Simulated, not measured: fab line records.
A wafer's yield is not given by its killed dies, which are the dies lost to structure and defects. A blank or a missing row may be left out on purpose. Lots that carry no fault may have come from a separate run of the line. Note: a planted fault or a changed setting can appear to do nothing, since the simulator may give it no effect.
Matching of chambers || flow nand_harc || NHARC_P_CONTACT_STRIP_28 on rie_diel-08 has 4 sister chambers
The step strips in O2. 8 wafers are shown with their chamber, then 11 later ones without.

== WAFERS WITH THEIR CHAMBER ==
{"wafer": "L082.1", "chamber": 0, "drypump_motor_current_A (A)": 5.7, "oes_product_au (a.u.)": 0.999}
{"wafer": "L083.2", "chamber": 3, "drypump_motor_current_A (A)": 6.2, "oes_product_au (a.u.)": 0.988}
{"wafer": "L083.3", "chamber": 0, "drypump_motor_current_A (A)": 5.7, "oes_product_au (a.u.)": 0.997}
{"wafer": "L085.1", "chamber": 3, "drypump_motor_current_A (A)": 6.2, "oes_product_au (a.u.)": 0.999}
{"wafer": "L086.3", "chamber": 1, "drypump_motor_current_A (A)": 5.7, "oes_product_au (a.u.)": 0.999}
{"wafer": "L086.5", "chamber": 1, "drypump_motor_current_A (A)": 5.7, "oes_product_au (a.u.)": 0.999}
{"wafer": "L086.6", "chamber": 2, "drypump_motor_current_A (A)": 5.1, "oes_product_au (a.u.)": 1.007}
{"wafer": "L088.2", "chamber": 2, "drypump_motor_current_A (A)": 5.2, "oes_product_au (a.u.)": 1.017}

== WAFERS WITH NO CHAMBER GIVEN ==
{"wafer": "L088.3", "drypump_motor_current_A (A)": 5.6, "oes_product_au (a.u.)": 1.005}
{"wafer": "L088.4", "drypump_motor_current_A (A)": 6.2, "oes_product_au (a.u.)": 0.993}
{"wafer": "L091.1", "drypump_motor_current_A (A)": 5.2, "oes_product_au (a.u.)": 1.000}
{"wafer": "L091.3", "drypump_motor_current_A (A)": 6.1, "oes_product_au (a.u.)": 0.998}
{"wafer": "L091.5", "drypump_motor_current_A (A)": 5.1, "oes_product_au (a.u.)": 1.006}
{"wafer": "L092.1", "drypump_motor_current_A (A)": 6.2, "oes_product_au (a.u.)": 0.992}
{"wafer": "L092.4", "drypump_motor_current_A (A)": 5.6, "oes_product_au (a.u.)": 1.001}
{"wafer": "L092.5", "drypump_motor_current_A (A)": 6.1, "oes_product_au (a.u.)": 0.993}
{"wafer": "L093.2", "drypump_motor_current_A (A)": 6.2, "oes_product_au (a.u.)": 1.007}
{"wafer": "L093.4", "drypump_motor_current_A (A)": 5.7, "oes_product_au (a.u.)": 0.999}
{"wafer": "L093.5", "drypump_motor_current_A (A)": 5.1, "oes_product_au (a.u.)": 1.002}

== CHAMBER TAKEN BY EACH ==
{"wafer": "L088.3", "from the rows above": "can't be placed: 1 or 0", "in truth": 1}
{"wafer": "L088.4", "from the rows above": 3, "in truth": 3}
{"wafer": "L091.1", "from the rows above": 2, "in truth": 2}
{"wafer": "L091.3", "from the rows above": 3, "in truth": 3}
{"wafer": "L091.5", "from the rows above": 2, "in truth": 2}
{"wafer": "L092.1", "from the rows above": 3, "in truth": 3}
{"wafer": "L092.4", "from the rows above": "can't be placed: 1 or 0", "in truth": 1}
{"wafer": "L092.5", "from the rows above": 3, "in truth": 3}
{"wafer": "L093.2", "from the rows above": 3, "in truth": 3}
{"wafer": "L093.4", "from the rows above": "can't be placed: 1 or 0", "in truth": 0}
{"wafer": "L093.5", "from the rows above": 2, "in truth": 2}
Correctly placed: 8 of 11. Unplaceable from these rows: 3, with the true chamber sitting among the candidates in 3. Number placed wrongly: 0.
How it was worked out, from the rows above alone: a wafer's distance from a chamber is the root of the sum, over the readings, of the square of ((its reading less the chamber's mean) divided by the reading's scatter). If the next closest chamber is less than 2 further off than the closest, the wafer can't be placed; otherwise it belongs to the closest. Each chamber's mean is taken over the wafers shown for it. The scatter: take each reading less its chamber's mean, square it, sum over the shown wafers, divide by the number of wafers less the number of chambers, and take the root.
